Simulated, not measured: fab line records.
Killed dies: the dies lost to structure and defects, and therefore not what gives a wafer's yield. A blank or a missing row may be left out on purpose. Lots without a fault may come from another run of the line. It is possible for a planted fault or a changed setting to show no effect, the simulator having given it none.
Chamber matching | flow n5Finfet | 4 sister chambers for N5_BEOL_M10_ETCH_65 on rieDiel-05
The step etches SiARC in CF4, target depth 39 nm, time 65 s. 14 wafers are shown with their chamber, then 7 later ones without.

## WAFERS WITH THEIR CHAMBER
wafer  | chamber | drypumpMotorCurrentA (A) | showerheadPlenumPTorr (Torr) | throttleValvePct (%)
L074.1 | 0       | 6.5                      | 2.10                         | 15.93
L074.2 | 2       | 5.1                      | 2.26                         | 15.66
L074.3 | 3       | 6.6                      | 2.19                         | 15.25
L076.2 | 2       | 5.1                      | 2.25                         | 15.65
L076.5 | 1       | 5.8                      | 2.09                         | 15.66
L076.6 | 0       | 6.5                      | 2.10                         | 15.93
L078.2 | 3       | 6.6                      | 2.19                         | 15.29
L078.3 | 0       | 6.5                      | 2.10                         | 15.95
L078.4 | 1       | 5.8                      | 2.09                         | 15.67
L082.1 | 3       | 6.6                      | 2.19                         | 15.30
L082.4 | 2       | 5.1                      | 2.25                         | 15.69
L082.5 | 3       | 6.6                      | 2.19                         | 15.29
L085.1 | 0       | 6.4                      | 2.09                         | 15.96
L085.2 | 2       | 5.1                      | 2.25                         | 15.70

SIGNATURES, as means of the wafers listed above
reading               | chamber 0 | chamber 1 | chamber 2 | chamber 3 | scatter within a chamber
drypumpMotorCurrentA  | 6.475     | 5.800     | 5.100     | 6.600     | 0.0274
showerheadPlenumPTorr | 2.0975    | 2.0900    | 2.2525    | 2.1900    | 0.00387
throttleValvePct      | 15.9425   | 15.6650   | 15.6750   | 15.2825   | 0.0197
Rule: for each reading, subtract the chamber's mean from the wafer's reading, divide by that reading's scatter and square the result; add these up over the readings and take the root, which gives the wafer's distance from the chamber. The wafer belongs to the nearest chamber; if the next one is less than 2 further off, it can't be placed. The scatter: the root of (the sum of the squares of (reading less its chamber's mean) over the shown wafers, divided by (wafers less chambers)).

## WAFERS WITH NO CHAMBER GIVEN
wafer  | drypumpMotorCurrentA (A) | showerheadPlenumPTorr (Torr) | throttleValvePct (%)
L085.4 | 6.6                      | 2.19                         | 15.30
L086.2 | 5.1                      | 2.24                         | 15.70
L086.5 | 5.8                      | 2.08                         | 15.73
L086.6 | 5.1                      | 2.24                         | 15.70
L096.1 | 5.1                      | 2.24                         | 15.74
L096.5 | 5.8                      | 2.08                         | 15.74
L096.6 | 6.6                      | 2.18                         | 15.35

## WHICH CHAMBER EACH ONE RAN IN
wafer  | from the rows above | in truth
L085.4 | 3                   | 3
L086.2 | 2                   | 2
L086.5 | 1                   | 1
L086.6 | 2                   | 2
L096.1 | 2                   | 2
L096.5 | 1                   | 1
L096.6 | 3                   | 3
Correctly placed: 7 of 7. Number that these rows cannot place: 0. Number placed wrongly: 0.
